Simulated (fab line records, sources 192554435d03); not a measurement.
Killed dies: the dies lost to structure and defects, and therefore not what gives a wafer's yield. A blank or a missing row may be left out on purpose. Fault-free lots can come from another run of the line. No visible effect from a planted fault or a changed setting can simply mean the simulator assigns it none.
Struck lot and sound lot, side by side -- flow n5Finfet -- 20 steps out of a route of 1938
Sound: these wafers, L730.3, L730.5, L730.6. Struck: wafer L741.1. (L741.2, L741.5 of the same lot were not struck and are left out.) The cause comes at the end.
Per side, at each step with rows, come the tool, then ch with its chambers, and then its first start. Under that, the readings that differ: sound wafers -- struck wafers -- difference of the means -- sigmas: that difference in standard deviations of wafers without a fault.
alike: readings whose means differ by less than 2 such deviations, and words and numbers that are the same on both sides. not compared: withheld readings, readings that some wafer has no value for, bounds like >300 that may hide the same value, and numbers for which the record gives no deviation and whose values overlap.
Wherever a step has rows on one side only, a row that says differs or no value, or a row with sigmas, the two part there. Numbers that have no deviation but don't overlap get no sigmas and don't part them. Lack of a reading on every wafer of one side parts them only where that side has two or more wafers.

first, 9 steps without rows for these wafers: N5_BEOL_M4_COAT_67 (time 60 s, resist thk 60 nm); N5_BEOL_M4_COAT_68 (time 60 s, resist thk 12 nm); N5_BEOL_M4_COAT_76 (time 60 s, resist thk 5 nm); N5_BEOL_M4_COAT_22 (resist thk 30 nm); N5_BEOL_M4_EBR_24; N5_BEOL_M4_SOFTBAKE_23 (time 60 s); N5_BEOL_M4_EXPOSE_25 (exposes mask V3, defocus 5 nm); N5_BEOL_M4_PEB_26 (peb time 60 s); N5_BEOL_M4_DEVELOP_27 (develop time 30 s).
N5_BEOL_M4_CD_MEAS_28: target cd 26.2 nm, target cd y 24.1 nm.
  sound on cdSem-01 ch 0, day 7 22:40; struck on cdSem-02 ch 0, day 10 12:17
  alike: cdNm
N5_BEOL_M4_OVL_MEAS_29:
  sound on overlay-01 ch 0, day 7 22:42; struck on overlay-02 ch 0, day 10 12:19
  alike: V3_OVL
N5_BEOL_M4_INSPECT_30: inspects for defects (brightfield).
  struck on defectInspect-02, day 10 12:23; sound on defectInspect-01, day 7 22:45
reading,sound,struck,difference,sigmas
rawDefectCount,357 237 310,490,+189,+2
N5_BEOL_M4_DESCUM_33: chemistry O2, time 7 s.
  sound on rieDiel-04 ch 0,1,2, day 7 22:50; struck on rieDiel-04 ch 1, day 10 12:25
reading,sound,struck,difference,sigmas
model.CAR-EUV_of_BEOL_M4_COAT_22.thkNm (nm),26.2 26 26,25.8,-0.3,
  alike: drypumpMotorCurrentA, oesProductAu, rfFwdPowerW, rfVppV, showerheadPlenumPTorr, throttleValvePct
  not compared: rfHoursCounterH
N5_BEOL_M4_ETCH_77: etches underlayer in N2/H2, target depth 6.5 nm, time 5.2 s.
  sound on rieDiel-04 ch 0,1,2, day 7 22:52; struck on rieDiel-04 ch 1, day 10 12:27
  alike: drypumpMotorCurrentA, etchRfOnTimeS, n2FlowSccm, oesProductAu, rfFwdPowerW, rfVppV, showerheadPlenumPTorr, throttleValvePct
  not compared: rfHoursCounterH
N5_BEOL_M4_ETCH_69: etches SiARC in CF4, target depth 15.6 nm, time 26 s.
  sound on rieDiel-04 ch 0,1,2, day 7 22:53; struck on rieDiel-04 ch 1, day 10 12:28
  alike: drypumpMotorCurrentA, etchRfOnTimeS, mfcArSccm, oesProductAu, rfFwdPowerW, rfVppV, showerheadPlenumPTorr, throttleValvePct
  not compared: rfHoursCounterH
N5_BEOL_M4_ALD_98: deposits SiO2, target thk 2.5 nm, pulse time 1 s, co reactant pulse time 1 s.
  sound on aldSin-02 ch 2,3, day 7 22:58; struck on aldSin-01 ch 1, day 10 12:34
reading,sound,struck,difference,sigmas
heaterPowerW (W),82 64 81,100,+24,+2
  alike: precursorPulseHeightRel, susceptorTempC
N5_BEOL_M4_ETCHBACK_99: etches SiO2 in CHF3, target depth 5 nm, time 10.4 s.
  sound on rieDiel-04 ch 0,1,2, day 7 23:13; struck on rieDiel-04 ch 0, day 10 19:16
reading,sound,struck,difference,sigmas
oesProductAu (a.u.),0.72 0.68 0.81,1.00,+0.26,+3
throttleValvePct (%),17.19 17.15 17.00,16.69,-0.42,-2
model.CAR-EUV_of_BEOL_M4_COAT_22.thkNm (nm),10.6 10.4 10.4,10,+0,
  alike: drypumpMotorCurrentA, mfcArSccm, rfFwdPowerW, rfVppV, showerheadPlenumPTorr
  not compared: rfHoursCounterH
N5_BEOL_M4_ETCH_70: etches SOC in N2/H2, target depth 80 nm, overetch 24 nm, time 130 s.
  sound on rieDiel-04 ch 0,1,2, day 7 23:16; struck on rieDiel-04 ch 0, day 10 19:19
reading,sound,struck,difference,sigmas
oesProductAu (a.u.),0.53 0.51 0.60,0.71,+0.16,+3
rfFwdPowerW (W),831.3 835.5 832.9,839.1,+5.9,+2
throttleValvePct (%),18.03 17.83 17.82,17.39,-0.50,-2
  alike: drypumpMotorCurrentA, n2FlowSccm, rfVppV, showerheadPlenumPTorr
  not compared: rfHoursCounterH
N5_BEOL_M4_RC_MEAS_101:
  sound on prober-02 ch 0, day 8 05:37; struck on prober-01 ch 0, day 11 01:32
  alike: DIBL_N, DIBL_P, IOFF_N, IOFF_P, ION_N, ION_P, SS_N, SS_P, VT_N, VT_P
-- the record jumps here: 4 days lie between the struck wafers' starts before and after (it left off in module BEOL_M4 and takes up again in module PASSIVATION, whose first step shown is number 1936 of the route) --
N5_PASSIVATION_PROBE_49:
  struck on prober-02, day 15 09:07; sound on prober-01, day 12 15:44
reading,sound,struck,difference,sigmas
defectLimitedYield (%),91.9 90.8 89.9,93.3,+2.4,+2
killedDies,96 108 119,79,-29,-2
killedShort,41 40 30,17,-20,-3
sort_bin_5_function (%),5.3 4.8 6.4,3.6,-1.9,-2
sortNPass,1084 1072 1061,1101,+29,+2
sortYieldPct (%),91.9 90.8 89.9,93.3,+2.4,+2
  alike: killed_at_M0_to_M3, killed_at_M4_up, killedAtContacts, killedAtFrontEnd, killedAtOther, killedOpen, sort_bin_6_memory

== WHERE THEY PART ==
Earliest at N5_BEOL_M4_INSPECT_30; latest, in this record, at N5_PASSIVATION_PROBE_49.

WHY: the cause the simulator had injected
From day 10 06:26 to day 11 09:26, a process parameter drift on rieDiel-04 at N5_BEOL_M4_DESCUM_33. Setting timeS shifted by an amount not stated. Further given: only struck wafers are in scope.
